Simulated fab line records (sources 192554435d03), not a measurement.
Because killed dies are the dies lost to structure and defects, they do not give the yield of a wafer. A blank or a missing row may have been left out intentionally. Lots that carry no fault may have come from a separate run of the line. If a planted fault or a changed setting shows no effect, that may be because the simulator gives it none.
Lot-split experiment | flow n5-finfet | on a route of 1938 steps: 7 lots, 21 wafers read

## ON THE SPLIT
At N5_BEOL_M14_COAT_58 (time 60 s, resist thk 89 nm), the setting spin-rpm was moved away from the recipe's 1500 rpm on 8 of the 21 wafers read, by -9.9% to +5.9%. This setting was run at the recipe's value on the other wafers.

## FROM THE SPLIT TO THE READING: what the file shows between them, 6 steps
- N5_BEOL_M14_EXPOSE_07: exposes mask V13 (also split here: dose-mj)
- N5_BEOL_M14_PEB_08: peb time 90 s
- N5_BEOL_M14_DEVELOP_09: develop time 45 s
- N5_BEOL_M14_HARDBAKE_14: time 120 s
- N5_BEOL_M14_CD_MEAS_10: target cd 250 nm
- N5_BEOL_M14_DESCUM_15: chemistry O2, time 7.9 s

## THE READING
etch.depth-nm (the simulator's own value, which no gauge read), in nm, at N5_BEOL_M14_ETCH_59 (etches BARC in N2/H2, target depth 89 nm, overetch 26.7 nm, time 67.9 s). The file gives no usual value for it. Here, 13 wafers ran the recipe; their average is 89.14 nm with a standard deviation of 0.35 nm.

wafer  | tool, chamber at the split | spin-rpm as run, rpm | against the recipe | etch.depth-nm, nm | against lot-mates on the recipe
L078.2 | litho-track-03, 0          | 1500                 | recipe             | 89.55             | -
L078.5 | litho-track-03, 0          | 1500                 | recipe             | 89.41             | -
L078.6 | litho-track-03, 0          | 1500                 | recipe             | 89.37             | -
L081.1 | litho-track-02, 0          | 1500                 | recipe             | 88.54             | -
L081.4 | litho-track-02, 0          | 1500                 | recipe             | 88.98             | -
L081.5 | litho-track-02, 0          | 1500                 | recipe             | 88.82             | -
L083.1 | litho-track-03, 0          | 1452                 | -3.2%              | 90.41             | +1.21
L083.2 | litho-track-03, 0          | 1500                 | recipe             | 89.2              | -
L083.3 | litho-track-03, 0          | 1452                 | -3.2%              | 90.38             | +1.18
L089.2 | litho-track-03, 0          | 1352                 | -9.9%              | 93.68             | no lot-mate on the recipe
L089.3 | litho-track-03, 0          | 1352                 | -9.9%              | 93.54             | no lot-mate on the recipe
L089.5 | litho-track-03, 0          | 1352                 | -9.9%              | 93.27             | no lot-mate on the recipe
L088.4 | litho-track-01, 0          | 1500                 | recipe             | 89.42             | -
L088.5 | litho-track-01, 0          | 1500                 | recipe             | 89.37             | -
L088.6 | litho-track-01, 0          | 1500                 | recipe             | 89.6              | -
L090.1 | litho-track-03, 0          | 1500                 | recipe             | 89.27             | -
L090.2 | litho-track-03, 0          | 1407                 | -6.2%              | 92.05             | +2.78
L090.4 | litho-track-03, 0          | 1407                 | -6.2%              | 92.62             | +3.35
L093.1 | litho-track-02, 0          | 1500                 | recipe             | 88.78             | -
L093.2 | litho-track-02, 0          | 1500                 | recipe             | 88.55             | -
L093.6 | litho-track-02, 0          | 1589                 | +5.9%              | 86.09             | -2.57

THE FIT
A straight line over all 21 wafers: etch.depth-nm changes by -0.462 nm for each +1% of spin-rpm; r = -0.98; the points scatter about the line by 0.35 nm.
The same after taking each lot's own level away (the mean of its wafers on the recipe; 18 wafers): -0.459 nm for each +1%; r = -0.99; scatter 0.19 nm.
The reading moves by 4.5 nm for the largest change in spin-rpm, on that fit.
Across the lots, their own levels run from 88.665 to 89.463 nm, a range of 2.3 times the standard deviation given above.
Hence the lot-to-lot level has little effect on the slope; both slopes agree.
Check: with one of the wafers moved furthest among these (-6.2%) left out of the fit, the line predicts +2.88 nm for it against its lot-mates. It came out at +2.78 nm against them.

## OTHER SPLITS ON THESE WAFERS
Before the reading, these wafers also passed through other splits. Each is held against what the fit with the lots' levels taken away leaves over:
other split on the same wafers | wafers away from the commonest value | r with etch.depth-nm (lot level and that fit taken away)
N5_BEOL_M12_COAT_04 spin-rpm   | 10                                   | +0.02
N5_BEOL_M14_EXPOSE_07 dose-mj  | 9                                    | +0.26

## THE WHOLE CHAIN: every reading that the file lists as answering this split, in the file's order
step                | what it does                                                            | reading                                                                          | change (the file's fit)               | r (the file's)
N5_BEOL_M14_COAT_58 | time 60 s, resist thk 89 nm                                             | BARC_of_BEOL_M14_COAT_58.thk-nm (the simulator's own value, which no gauge read) | -0.466 nm for each +1% of the setting | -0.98
N5_BEOL_M14_ETCH_59 | etches BARC in N2/H2, target depth 89 nm, overetch 26.7 nm, time 67.9 s | etch.depth-nm (the simulator's own value, which no gauge read)                   | -0.455 nm for each +1% of the setting | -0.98

## THE FILE'S OWN FIT
etch.depth-nm changes by -0.455 nm for each +1% of spin-rpm, r = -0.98.
